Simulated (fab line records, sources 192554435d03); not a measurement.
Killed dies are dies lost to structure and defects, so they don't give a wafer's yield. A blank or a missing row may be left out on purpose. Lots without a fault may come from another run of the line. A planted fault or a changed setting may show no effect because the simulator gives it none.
Which tool did it? | flow n5_finfet | 24 lots, 72 wafers sampled, at 6 steps of a route of 1938

WHAT THE GAUGES READ, wafer by wafer
N5_BEOL_M3_THK_MEAS_53: measures by xrf. Usual: M3_THK 39.8 nm, standard deviation 1.4.
lot  | measured     | on            | M3_THK (nm)    | flag
L074 | day 7 09:35  | film_metro-01 | 38.6 39.7 39.7 |
L075 | day 7 23:53  | film_metro-02 | 40.9 40.3 41.9 |
L076 | day 8 00:31  | film_metro-01 | 40.2 41.3 41.1 |
L077 | day 8 01:43  | film_metro-01 | 38.7 39.2 40.5 |
L078 | day 8 10:34  | film_metro-02 | 39.8 38.3 40.6 |
L079 | day 8 17:07  | film_metro-01 | 41.4 42.1 40.8 |
L080 | day 9 02:58  | film_metro-01 | 36.1 38.3 38.0 |
L082 | day 9 07:38  | film_metro-02 | 39.5 38.4 40.3 |
L081 | day 9 09:39  | film_metro-02 | 41.3 38.5 40.7 |
L083 | day 9 13:07  | film_metro-02 | 39.4 42.4 42.6 |
L084 | day 9 16:03  | film_metro-01 | 38.1 38.1 41.7 |
L085 | day 10 03:08 | film_metro-02 | 40.5 39.9 41.1 |
L086 | day 10 16:41 | film_metro-02 | 38.4 40.1 40.4 |
L087 | day 10 19:01 | film_metro-01 | 42.1 41.6 41.8 |
L088 | day 10 18:31 | film_metro-02 | 37.3 39.2 40.6 |
L089 | day 11 10:48 | film_metro-02 | 38.6 41.1 41.4 |
L090 | day 11 19:37 | film_metro-02 | 39.6 38.3 41.0 |
L091 | day 11 20:42 | film_metro-01 | 38.0 40.8 42.0 |
L093 | day 12 00:30 | film_metro-02 | 37.3 39.5 38.5 |
L092 | day 12 00:37 | film_metro-01 | 37.6 36.4 39.5 |
L094 | day 12 08:01 | film_metro-02 | 39.3 37.9 39.2 |
L095 | day 12 11:41 | film_metro-01 | 38.3 39.8 40.8 |
L097 | day 13 03:14 | film_metro-02 | 38.7 38.9 40.7 |
L096 | day 13 05:22 | film_metro-01 | 39.6 37.6 40.6 |

WHICH TOOL RAN EACH LOT (tool, then ch and the chambers of the sampled wafers, then the start)
lot  | N5_BEOL_M3_DESCUM_16               | N5_BEOL_M3_ETCH_63                 | N5_BEOL_M3_DESCUM_33               | N5_BEOL_M3_DEGAS_44          | N5_BEOL_M3_SPUTTER_96
L074 | rie_diel-03 ch 0,1,3, day 7 00:50  | rie_diel-03 ch 0,1,3, day 7 00:53  | rie_diel-06 ch 1,2, day 7 01:56    | pvd_sputter-02, day 7 06:25  | pvd_sputter-02, day 7 08:47
L075 | rie_diel-03 ch 0,2,3, day 7 06:55  | rie_diel-03 ch 0,2,3, day 7 06:58  | rie_diel-03 ch 0,2,3, day 7 07:47  | pvd_sputter-03, day 7 20:14  | pvd_sputter-02, day 7 23:05
L076 | rie_diel-05 ch 1,2, day 7 15:38    | rie_diel-05 ch 1,2, day 7 15:41    | rie_diel-06 ch 0,1,3, day 7 16:34  | pvd_sputter-02, day 7 21:16  | pvd_sputter-01, day 7 23:44
L077 | rie_diel-05 ch 1,2, day 7 16:46    | rie_diel-05 ch 1,2, day 7 16:49    | rie_diel-05 ch 0,1,2, day 7 17:44  | pvd_sputter-03, day 7 21:21  | pvd_sputter-02, day 8 00:56
L078 | rie_diel-03 ch 1,3, day 7 17:15    | rie_diel-03 ch 1,3, day 7 17:18    | rie_diel-05 ch 0,2, day 7 18:16    | pvd_sputter-03, day 8 06:34  | pvd_sputter-02, day 8 09:47
L079 | rie_diel-05 ch 0,2,3, day 8 10:53  | rie_diel-05 ch 0,2,3, day 8 10:56  | rie_diel-03 ch 0,1,3, day 8 11:54  | pvd_sputter-03, day 8 14:00  | pvd_sputter-01, day 8 16:19
L080 | rie_diel-03 ch 0,1,2, day 8 17:39  | rie_diel-03 ch 0,1,2, day 8 17:42  | rie_diel-06 ch 1,2,3, day 8 18:43  | pvd_sputter-01, day 8 23:33  | pvd_sputter-03, day 9 02:05
L082 | rie_diel-03 ch 0,1,2, day 8 21:16  | rie_diel-03 ch 0,1,2, day 8 21:20  | rie_diel-03 ch 0,1, day 8 22:26    | pvd_sputter-02, day 9 04:24  | pvd_sputter-02, day 9 06:50
L081 | rie_diel-05 ch 0,2, day 9 02:07    | rie_diel-05 ch 0,2, day 9 02:10    | rie_diel-06 ch 0,1,3, day 9 03:18  | pvd_sputter-02, day 9 04:34  | pvd_sputter-02, day 9 08:47
L083 | rie_diel-05 ch 0,2, day 9 02:27    | rie_diel-05 ch 0,2, day 9 02:30    | rie_diel-05 ch 0,3, day 9 03:21    | pvd_sputter-02, day 9 09:32  | pvd_sputter-02, day 9 12:19
L084 | rie_diel-03 ch 0,2,3, day 9 08:55  | rie_diel-03 ch 0,2,3, day 9 08:58  | rie_diel-05 ch 0,2,3, day 9 09:51  | pvd_sputter-01, day 9 12:43  | pvd_sputter-03, day 9 15:16
L085 | rie_diel-03 ch 0,1, day 9 18:22    | rie_diel-03 ch 0,1, day 9 18:25    | rie_diel-05 ch 0,1,2, day 9 19:26  | pvd_sputter-02, day 9 23:44  | pvd_sputter-03, day 10 02:20
L086 | rie_diel-05 ch 0,1, day 10 04:49   | rie_diel-05 ch 0,1, day 10 04:52   | rie_diel-05 ch 0,1, day 10 06:20   | pvd_sputter-03, day 10 13:14 | pvd_sputter-03, day 10 15:38
L087 | rie_diel-05 ch 0,1, day 10 05:59   | rie_diel-05 ch 0,1, day 10 06:02   | rie_diel-03 ch 0,1,2, day 10 07:04 | pvd_sputter-01, day 10 15:49 | pvd_sputter-01, day 10 18:14
L088 | rie_diel-06 ch 0,1,2, day 10 06:13 | rie_diel-06 ch 0,1,2, day 10 06:16 | rie_diel-05 ch 0,1,3, day 10 07:20 | pvd_sputter-01, day 10 15:07 | pvd_sputter-03, day 10 17:38
L089 | rie_diel-05 ch 1,2, day 11 04:10   | rie_diel-05 ch 1,2, day 11 04:13   | rie_diel-03 ch 0,1,3, day 11 05:11 | pvd_sputter-01, day 11 07:30 | pvd_sputter-01, day 11 10:00
L090 | rie_diel-05 ch 1,2, day 11 08:34   | rie_diel-05 ch 1,2, day 11 08:37   | rie_diel-06 ch 0,1,2, day 11 09:29 | pvd_sputter-02, day 11 16:06 | pvd_sputter-02, day 11 18:49
L091 | rie_diel-06 ch 0,2, day 11 09:16   | rie_diel-06 ch 0,2, day 11 09:19   | rie_diel-06 ch 0,3, day 11 10:08   | pvd_sputter-02, day 11 16:11 | pvd_sputter-01, day 11 19:41
L093 | rie_diel-05 ch 0,1, day 11 10:19   | rie_diel-05 ch 0,1, day 11 10:22   | rie_diel-03 ch 0,3, day 11 11:19   | pvd_sputter-02, day 11 20:14 | pvd_sputter-02, day 11 22:43
L092 | rie_diel-05 ch 0,1,2, day 11 14:35 | rie_diel-05 ch 0,1,2, day 11 14:38 | rie_diel-06 ch 1,3, day 11 15:44   | pvd_sputter-02, day 11 20:25 | pvd_sputter-03, day 11 22:56
L094 | rie_diel-03 ch 0,1,2, day 11 20:20 | rie_diel-03 ch 0,1,2, day 11 20:24 | rie_diel-06 ch 1,2,3, day 11 21:13 | pvd_sputter-01, day 12 04:26 | pvd_sputter-03, day 12 06:56
L095 | rie_diel-06 ch 0,1,2, day 12 04:54 | rie_diel-06 ch 0,1,2, day 12 04:57 | rie_diel-06 ch 0,3, day 12 05:48   | pvd_sputter-03, day 12 08:07 | pvd_sputter-03, day 12 10:43
L097 | rie_diel-03 ch 0,1,2, day 12 17:52 | rie_diel-03 ch 0,1,2, day 12 17:55 | rie_diel-05 ch 1,2, day 12 19:18   | pvd_sputter-01, day 12 23:50 | pvd_sputter-02, day 13 02:19
L096 | rie_diel-05 ch 0,1,3, day 12 18:08 | rie_diel-05 ch 0,1,3, day 12 18:11 | rie_diel-06 ch 1,2, day 12 19:25   | pvd_sputter-03, day 12 23:52 | pvd_sputter-01, day 13 03:58
- N5_BEOL_M3_DESCUM_16: chemistry O2, time 7 s.
- N5_BEOL_M3_ETCH_63: etches SiARC in CF4, target depth 15.6 nm, time 26 s.
- N5_BEOL_M3_DESCUM_33: chemistry O2, time 7 s.
- N5_BEOL_M3_DEGAS_44: time 60 s.
- N5_BEOL_M3_SPUTTER_96: material Cu, target thk 4.5 nm, time 8.29 s.

WHAT THE TOOLS THEMSELVES READ (means of the sampled wafers that have a number; where no wafer has one, the mark that the record gives instead)
N5_BEOL_M3_DESCUM_16. Usual: drypump_motor_current_A 5.4 A, standard deviation 0.4; oes_product_au 0.79 a.u., standard deviation 0.092; rf_vpp_V 243.5 V, standard deviation 1.3; showerhead_plenum_p_Torr 2.11 Torr, standard deviation 0.065; throttle_valve_pct 20.38 %, standard deviation 0.21.
lot  | tool        | drypump_motor_current_A (A) | oes_product_au (a.u.) | rf_vpp_V (V) | showerhead_plenum_p_Torr (Torr) | throttle_valve_pct (%) | flag
L074 | rie_diel-03 | 5.2                         | 0.76                  | 244.2        | 2.15                            | 20.35                  |
L075 | rie_diel-03 | 5.1                         | 0.75                  | 243.2        | 2.11                            | 20.32                  |
L076 | rie_diel-05 | 5.7                         | 0.70                  | 241.5        | 2.00                            | 20.75                  |
L077 | rie_diel-05 | 5.9                         | 0.69                  | 241.8        | 2.03                            | 20.74                  |
L078 | rie_diel-03 | 5.1                         | 0.81                  | 243.9        | 2.13                            | 20.30                  |
L079 | rie_diel-05 | 5.6                         | 0.73                  | 243.8        | 2.11                            | 20.42                  |
L080 | rie_diel-03 | 5.1                         | 0.79                  | 244.5        | 2.13                            | 20.23                  |
L082 | rie_diel-03 | 5.1                         | 0.79                  | 243.4        | 2.12                            | 20.24                  |
L081 | rie_diel-05 | 5.5                         | 0.74                  | 243.1        | 2.07                            | 20.33                  |
L083 | rie_diel-05 | 5.8                         | 0.72                  | 242.7        | 2.07                            | 20.54                  |
L084 | rie_diel-03 | 5.1                         | 0.82                  | 243.7        | 2.11                            | 20.22                  |
L085 | rie_diel-03 | 5.2                         | 0.70                  | 243.8        | 2.15                            | 20.42                  |
L086 | rie_diel-05 | 5.4                         | 0.82                  | 243.8        | 2.13                            | 20.24                  |
L087 | rie_diel-05 | 5.5                         | 0.88                  | 245.3        | 2.18                            | 20.33                  |
L088 | rie_diel-06 | 5.5                         | 0.78                  | 242.2        | 2.04                            | 20.67                  |
L089 | rie_diel-05 | 5.9                         | 0.97                  | 243.0        | 2.11                            | 20.41                  |
L090 | rie_diel-05 | 5.7                         | 0.93                  | 243.7        | 2.16                            | 20.43                  |
L091 | rie_diel-06 | 5.6                         | 0.73                  | 240.8        | 2.00                            | 20.78                  |
L093 | rie_diel-05 | 5.4                         | 0.81                  | 243.8        | 2.12                            | 20.27                  |
L092 | rie_diel-05 | 5.6                         | 0.87                  | 243.4        | 2.11                            | 20.35                  |
L094 | rie_diel-03 | 5.1                         | 0.75                  | 243.4        | 2.12                            | 20.27                  |
L095 | rie_diel-06 | 5.5                         | 0.77                  | 241.6        | 2.04                            | 20.70                  |
L097 | rie_diel-03 | 5.1                         | 0.75                  | 243.9        | 2.11                            | 20.28                  |
L096 | rie_diel-05 | 5.4                         | 0.78                  | 243.3        | 2.15                            | 20.36                  |

N5_BEOL_M3_ETCH_63. Usual: cf4_flow_sccm 100.0 sccm, standard deviation 0.3; drypump_motor_current_A 5.4 A, standard deviation 0.4; etch_rf_on_time_s 26.2 s, standard deviation 0.44; mfc_ar_sccm 100.00 sccm, standard deviation 0.3; oes_product_au 0.67 a.u., standard deviation 0.079; rf_vpp_V 184.3 V, standard deviation 1.1; showerhead_plenum_p_Torr 2.17 Torr, standard deviation 0.062; throttle_valve_pct 15.60 %, standard deviation 0.21.
lot  | tool        | cf4_flow_sccm (sccm) | drypump_motor_current_A (A) | etch_rf_on_time_s (s) | mfc_ar_sccm (sccm) | oes_product_au (a.u.) | rf_vpp_V (V) | showerhead_plenum_p_Torr (Torr) | throttle_valve_pct (%) | flag
L074 | rie_diel-03 | 100.1                | 5.2                         | 26.4                  | 99.76              | 0.65                  | 184.0        | 2.20                            | 15.58                  |
L075 | rie_diel-03 | 100.1                | 5.1                         | 26.3                  | 100.04             | 0.64                  | 183.6        | 2.16                            | 15.54                  |
L076 | rie_diel-05 | 100.1                | 5.7                         | 26.1                  | 99.93              | 0.60                  | 183.3        | 2.06                            | 15.99                  |
L077 | rie_diel-05 | 100.3                | 5.9                         | 26.3                  | 100.18             | 0.59                  | 183.3        | 2.09                            | 15.97                  |
L078 | rie_diel-03 | 100.1                | 5.1                         | 26.1                  | 99.91              | 0.68                  | 185.0        | 2.19                            | 15.55                  |
L079 | rie_diel-05 | 100.0                | 5.6                         | 26.0                  | 100.06             | 0.63                  | 184.1        | 2.16                            | 15.67                  |
L080 | rie_diel-03 | 99.8                 | 5.1                         | 26.4                  | 99.85              | 0.67                  | 184.8        | 2.18                            | 15.46                  |
L082 | rie_diel-03 | 100.0                | 5.1                         | 26.3                  | 100.16             | 0.68                  | 184.5        | 2.18                            | 15.46                  |
L081 | rie_diel-05 | 99.7                 | 5.5                         | 26.1                  | 99.92              | 0.63                  | 184.4        | 2.13                            | 15.61                  |
L083 | rie_diel-05 | 100.2                | 5.8                         | 26.4                  | 100.16             | 0.61                  | 184.9        | 2.12                            | 15.78                  |
L084 | rie_diel-03 | 100.3                | 5.1                         | 26.2                  | 100.01             | 0.71                  | 184.8        | 2.16                            | 15.40                  |
L085 | rie_diel-03 | 100.1                | 5.2                         | 27.1                  | 99.86              | 0.59                  | 184.5        | 2.21                            | 15.68                  |
L086 | rie_diel-05 | 100.2                | 5.4                         | 25.7                  | 99.88              | 0.70                  | 184.3        | 2.19                            | 15.49                  |
L087 | rie_diel-05 | 99.8                 | 5.5                         | 25.6                  | 100.01             | 0.76                  | 185.0        | 2.23                            | 15.52                  |
L088 | rie_diel-06 | 99.9                 | 5.5                         | 25.8                  | 100.17             | 0.67                  | 183.5        | 2.10                            | 15.83                  |
L089 | rie_diel-05 | 100.0                | 5.9                         | 25.8                  | 99.87              | 0.82                  | 184.2        | 2.16                            | 15.51                  |
L090 | rie_diel-05 | 100.1                | 5.7                         | 25.3                  | 100.45             | 0.80                  | 184.7        | 2.22                            | 15.55                  |
L091 | rie_diel-06 | 100.0                | 5.6                         | 26.4                  | 100.23             | 0.63                  | 182.7        | 2.06                            | 15.97                  |
L093 | rie_diel-05 | 99.9                 | 5.4                         | 26.0                  | 99.95              | 0.68                  | 184.3        | 2.18                            | 15.51                  |
L092 | rie_diel-05 | 99.9                 | 5.6                         | 26.0                  | 99.98              | 0.74                  | 184.7        | 2.17                            | 15.52                  |
L094 | rie_diel-03 | 99.8                 | 5.1                         | 26.7                  | 99.91              | 0.64                  | 183.5        | 2.17                            | 15.51                  |
L095 | rie_diel-06 | 100.2                | 5.5                         | 26.2                  | 99.77              | 0.65                  | 183.9        | 2.09                            | 15.86                  |
L097 | rie_diel-03 | 100.2                | 5.1                         | 26.7                  | 100.21             | 0.64                  | 184.8        | 2.17                            | 15.53                  |
L096 | rie_diel-05 | 100.1                | 5.4                         | 25.9                  | 99.85              | 0.67                  | 185.1        | 2.21                            | 15.60                  |

N5_BEOL_M3_DESCUM_33. Usual: drypump_motor_current_A 5.6 A, standard deviation 0.5; oes_product_au 0.78 a.u., standard deviation 0.08; rf_vpp_V 243.3 V, standard deviation 1.4; showerhead_plenum_p_Torr 2.10 Torr, standard deviation 0.067; throttle_valve_pct 20.43 %, standard deviation 0.25.
lot  | tool        | drypump_motor_current_A (A) | oes_product_au (a.u.) | rf_vpp_V (V) | showerhead_plenum_p_Torr (Torr) | throttle_valve_pct (%) | flag
L074 | rie_diel-06 | 5.6                         | 0.80                  | 242.4        | 2.05                            | 20.67                  |
L075 | rie_diel-03 | 5.1                         | 0.76                  | 243.1        | 2.11                            | 20.31                  |
L076 | rie_diel-06 | 5.9                         | 0.85                  | 242.9        | 2.09                            | 20.42                  |
L077 | rie_diel-05 | 5.6                         | 0.72                  | 241.5        | 2.04                            | 20.52                  |
L078 | rie_diel-05 | 5.5                         | 0.75                  | 243.6        | 2.07                            | 20.32                  |
L079 | rie_diel-03 | 5.2                         | 0.75                  | 244.3        | 2.15                            | 20.36                  |
L080 | rie_diel-06 | 5.9                         | 0.83                  | 242.4        | 2.09                            | 20.47                  |
L082 | rie_diel-03 | 5.2                         | 0.70                  | 245.1        | 2.16                            | 20.40                  |
L081 | rie_diel-06 | 5.9                         | 0.84                  | 244.0        | 2.09                            | 20.44                  |
L083 | rie_diel-05 | 5.4                         | 0.75                  | 243.5        | 2.15                            | 20.32                  |
L084 | rie_diel-05 | 5.6                         | 0.73                  | 243.7        | 2.11                            | 20.43                  |
L085 | rie_diel-05 | 5.6                         | 0.80                  | 243.2        | 2.12                            | 20.44                  |
L086 | rie_diel-05 | 5.4                         | 0.81                  | 244.0        | 2.13                            | 20.24                  |
L087 | rie_diel-03 | 5.1                         | 0.77                  | 244.0        | 2.12                            | 20.26                  |
L088 | rie_diel-05 | 5.4                         | 0.81                  | 244.2        | 2.16                            | 20.33                  |
L089 | rie_diel-03 | 5.2                         | 0.73                  | 243.3        | 2.14                            | 20.40                  |
L090 | rie_diel-06 | 5.5                         | 0.77                  | 242.4        | 2.04                            | 20.68                  |
L091 | rie_diel-06 | 5.9                         | 0.78                  | 242.8        | 2.04                            | 20.52                  |
L093 | rie_diel-03 | 5.2                         | 0.73                  | 244.6        | 2.14                            | 20.42                  |
L092 | rie_diel-06 | 6.3                         | 0.84                  | 243.5        | 2.12                            | 20.30                  |
L094 | rie_diel-06 | 5.9                         | 0.81                  | 243.7        | 2.08                            | 20.52                  |
L095 | rie_diel-06 | 5.9                         | 0.77                  | 242.1        | 2.04                            | 20.53                  |
L097 | rie_diel-05 | 5.7                         | 0.91                  | 244.5        | 2.16                            | 20.44                  |
L096 | rie_diel-06 | 5.6                         | 0.76                  | 242.3        | 2.04                            | 20.75                  |

N5_BEOL_M3_DEGAS_44. Usual: heater_power_w 315 W, standard deviation 18.
lot  | tool           | heater_power_w (W) | flag
L074 | pvd_sputter-02 | 322                |
L075 | pvd_sputter-03 | 320                |
L076 | pvd_sputter-02 | 319                |
L077 | pvd_sputter-03 | 317                |
L078 | pvd_sputter-03 | 332                |
L079 | pvd_sputter-03 | 310                |
L080 | pvd_sputter-01 | 314                |
L082 | pvd_sputter-02 | 309                |
L081 | pvd_sputter-02 | 314                |
L083 | pvd_sputter-02 | 319                |
L084 | pvd_sputter-01 | 316                |
L085 | pvd_sputter-02 | 304                |
L086 | pvd_sputter-03 | 309                |
L087 | pvd_sputter-01 | 318                |
L088 | pvd_sputter-01 | 320                |
L089 | pvd_sputter-01 | 326                |
L090 | pvd_sputter-02 | 322                |
L091 | pvd_sputter-02 | 317                |
L093 | pvd_sputter-02 | 291                |
L092 | pvd_sputter-02 | 314                |
L094 | pvd_sputter-01 | 318                |
L095 | pvd_sputter-03 | 327                |
L097 | pvd_sputter-01 | 315                |
L096 | pvd_sputter-03 | 307                |

N5_BEOL_M3_SPUTTER_96. Usual: throttle_valve_pct 29.4 %, standard deviation 0.78.
lot  | tool           | throttle_valve_pct (%) | flag
L074 | pvd_sputter-02 | 29.3                   |
L075 | pvd_sputter-02 | 29.3                   |
L076 | pvd_sputter-01 | 30.4                   |
L077 | pvd_sputter-02 | 29.4                   |
L078 | pvd_sputter-02 | 29.5                   |
L079 | pvd_sputter-01 | 30.2                   |
L080 | pvd_sputter-03 | 29.5                   |
L082 | pvd_sputter-02 | 29.2                   |
L081 | pvd_sputter-02 | 29.4                   |
L083 | pvd_sputter-02 | 29.5                   |
L084 | pvd_sputter-03 | 29.6                   |
L085 | pvd_sputter-03 | 29.8                   |
L086 | pvd_sputter-03 | 29.6                   |
L087 | pvd_sputter-01 | 29.9                   |
L088 | pvd_sputter-03 | 29.6                   |
L089 | pvd_sputter-01 | 29.0                   |
L090 | pvd_sputter-02 | 29.2                   |
L091 | pvd_sputter-01 | 30.6                   |
L093 | pvd_sputter-02 | 29.5                   |
L092 | pvd_sputter-03 | 29.7                   |
L094 | pvd_sputter-03 | 29.7                   |
L095 | pvd_sputter-03 | 29.5                   |
L097 | pvd_sputter-02 | 29.4                   |
L096 | pvd_sputter-01 | 29.6                   |

THE ANSWER, worked out from the rows above alone
Rule: a lot is off if the mean of its wafers that have a number lies more than 3 standard deviations from the usual mean. A lot without any number at a reading at which 4 lots or more have one is off too. The other lots that the step has rows for count as sound. The gauges are gone through in route order, then the tools' own readings, and for those a lot's mean is taken as printed above. The first step at which some lot is off is used, and at that step the reading that is off furthest; a lot without a number counts as furthest.
No lot is off at any reading shown: from this, nothing can be told.

WHAT THE SIMULATOR HAD PUT IN
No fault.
